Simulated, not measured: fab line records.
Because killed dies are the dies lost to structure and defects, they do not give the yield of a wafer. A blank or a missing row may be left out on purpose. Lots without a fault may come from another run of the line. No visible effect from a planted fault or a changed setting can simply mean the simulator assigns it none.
A single fault, viewed from 3 desks -- flow n5_finfet -- only its own numbers are on each desk; what lay behind them is given at the end

DESK OF THE TOOL OWNER: krf_scanner-02
The tool's own readings at N5_BEOL_M13_EXPOSE_07 (exposes mask V12): means of the sampled wafers that have a number, for each lot that ran on this tool. If a lot's mean is further than 4 standard deviations from the usual mean, the lot is out of limits and carries the mark OUT (the distance appears in the brackets).
Columns: A = exposure_dose_mJ_cm2 at N5_BEOL_M13_EXPOSE_07, usual 24.93
lot,first seen here,A
L821,day 11 06:57,24.80
L824,day 11 16:10,24.81
L829,day 13 03:30,25.85 (+7.6) OUT
L831,day 14 00:23,25.69 (+6.3) OUT
This desk finds L829, L831 out of limits, L829 being first, at day 13 03:30 (exposure_dose_mJ_cm2 at N5_BEOL_M13_EXPOSE_07). In limits: L821, L824.

THE METROLOGY DESK
Lot by lot, what the gauges showed, no matter which tool ran the lot: averages of those sampled wafers that carry a number. If a lot's mean is further than 4 standard deviations from the usual mean, the lot is out of limits and carries the mark OUT (the distance appears in the brackets).
Columns: A = M12_THK at N5_BEOL_M12_THK_MEAS_50, usual 311 nm; B = M12_RS at N5_BEOL_M12_RS_MEAS_54, usual 0.0603 ohm/sq; C = M13_ILD_THK at N5_BEOL_M13_THK_MEAS_01, usual 837 nm; D = cd_nm at N5_BEOL_M13_CD_MEAS_10, usual 188.9 nm; E = V12_OVL at N5_BEOL_M13_OVL_MEAS_11, usual -1 nm
lot,first seen here,A,B,C,D,E
L821,day 11 06:21,308,0.0605,845,189.1,-7
L824,day 11 15:38,309,0.0610,833,189.5,-8
L829,day 13 03:02,312,0.0603,827,195.7 (+4.3) OUT,-4
L831,day 13 23:47,310,0.0604,832,191.0,-4
L836,day 15 01:47,311,0.0603,844,188.3,1
L844,day 16 09:59,312,0.0611,849,189.1,5
This desk finds L829 out of limits, L829 being first, at day 13 03:40 (cd_nm at N5_BEOL_M13_CD_MEAS_10). In limits: L821, L824, L831, L836, L844.

THE DEFECT DESK
Counts from the inspections along the route, per lot, as means over the sampled wafers that have a number. If a lot's mean is further than 4 standard deviations from the usual mean, the lot is out of limits and carries the mark OUT (the distance appears in the brackets).
Columns: A = raw_defect_count at N5_BEOL_M12_INSPECT_55, usual 73
lot,first seen here,A
L821,day 11 06:30,96
L824,day 11 15:50,91
L829,day 13 03:11,78
L831,day 13 23:56,65
L836,day 15 01:56,51
L844,day 16 10:08,70
This desk found nothing out of limits on any of the 6 lots.

ALL TOGETHER
An alarm could have come from the tool owner's desk at day 13 03:30, on L829, L831.
On L829, the metrology desk was in a position to raise an alarm at day 13 03:40.
Nothing out of limits was seen by the defect desk.
The metrology desk holds a record of L831, inside its limits.
The defect desk has L829, L831 on record, within its limits.
N5_BEOL_M13_EXPOSE_07 was run on krf_scanner-02 by each of the lots named.

WHAT THE SIMULATOR HAD PUT IN
Drift in process parameters on krf_scanner-02 at N5_BEOL_M13_EXPOSE_07, starting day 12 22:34. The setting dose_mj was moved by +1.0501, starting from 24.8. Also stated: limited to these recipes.
Struck lots among those shown: L829, L831.
Time in hours from fault onset to the first out-of-limits reading at each desk: tool owner's desk 5, metrology desk 5.
